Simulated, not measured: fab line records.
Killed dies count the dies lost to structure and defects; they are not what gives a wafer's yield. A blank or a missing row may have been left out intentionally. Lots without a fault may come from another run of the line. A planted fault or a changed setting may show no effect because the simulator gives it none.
Chamber matching    flow n5Finfet    N5_SD_EPI_P_ETCHBACK_46 on rieDiel-05 has 4 sister chambers
The step etches SiNx in CH3F/O2, stops on SiO2, target depth 17.5 nm. 18 wafers are shown with their chamber, then 9 later ones without.

== WAFERS PAIRED WITH THEIR CHAMBERS ==
wafer   chamber  showerheadPlenumPTorr (Torr)  drypumpMotorCurrentA (A)  throttleValvePct (%)
L074.1  2        1.91                          5.7                       16.40
L074.4  1        2.03                          6.2                       16.31
L074.6  2        1.91                          5.7                       16.41
L075.2  1        2.03                          6.1                       16.29
L075.4  0        2.07                          4.9                       16.88
L075.5  1        2.03                          6.1                       16.31
L078.1  3        1.94                          5.4                       16.40
L078.2  0        2.07                          5.0                       16.90
L078.4  1        2.03                          6.2                       16.31
L083.2  1        2.02                          6.2                       16.33
L083.5  3        1.94                          5.4                       16.42
L083.6  2        1.91                          5.7                       16.44
L086.1  0        2.06                          4.9                       16.92
L086.2  3        1.94                          5.4                       16.44
L086.3  2        1.90                          5.6                       16.44
L092.2  0        2.06                          4.9                       16.94
L092.4  2        1.90                          5.7                       16.46
L092.5  0        2.06                          5.0                       16.94

SIGNATURES (means of the wafers above)
reading                chamber 0  chamber 1  chamber 2  chamber 3  scatter within a chamber
showerheadPlenumPTorr  2.0640     2.0280     1.9060     1.9400     0.00478
drypumpMotorCurrentA   4.940      6.160      5.680      5.400      0.0478
throttleValvePct       16.9160    16.3100    16.4300    16.4200    0.0219
Rule: a wafer's distance from a chamber is the root of the sum, over the readings, of the square of ((its reading less the chamber's mean) divided by the reading's scatter). If the next closest chamber is less than 2 further off than the closest, the wafer can't be placed; otherwise it belongs to the closest. The scatter: the root of (the sum of the squares of (reading less its chamber's mean) over the shown wafers, divided by (wafers less chambers)).

== WAFERS WITHOUT THEIR CHAMBER ==
wafer   showerheadPlenumPTorr (Torr)  drypumpMotorCurrentA (A)  throttleValvePct (%)
L093.2  1.93                          5.3                       16.44
L093.4  1.90                          5.7                       16.48
L093.6  2.06                          4.9                       16.96
L095.1  1.93                          5.4                       16.46
L095.3  1.90                          5.7                       16.48
L095.6  1.90                          5.7                       16.47
L096.1  2.02                          6.2                       16.39
L096.3  1.93                          5.3                       16.47
L096.4  1.93                          5.4                       16.46

== THE CHAMBER EACH PASSED THROUGH ==
wafer   from the rows above  in truth
L093.2  3                    3
L093.4  2                    2
L093.6  0                    0
L095.1  3                    3
L095.3  2                    2
L095.6  2                    2
L096.1  1                    1
L096.3  3                    3
L096.4  3                    3
Placed correctly: 9 of 9. Not placeable from these rows: 0. 0 placed wrongly.
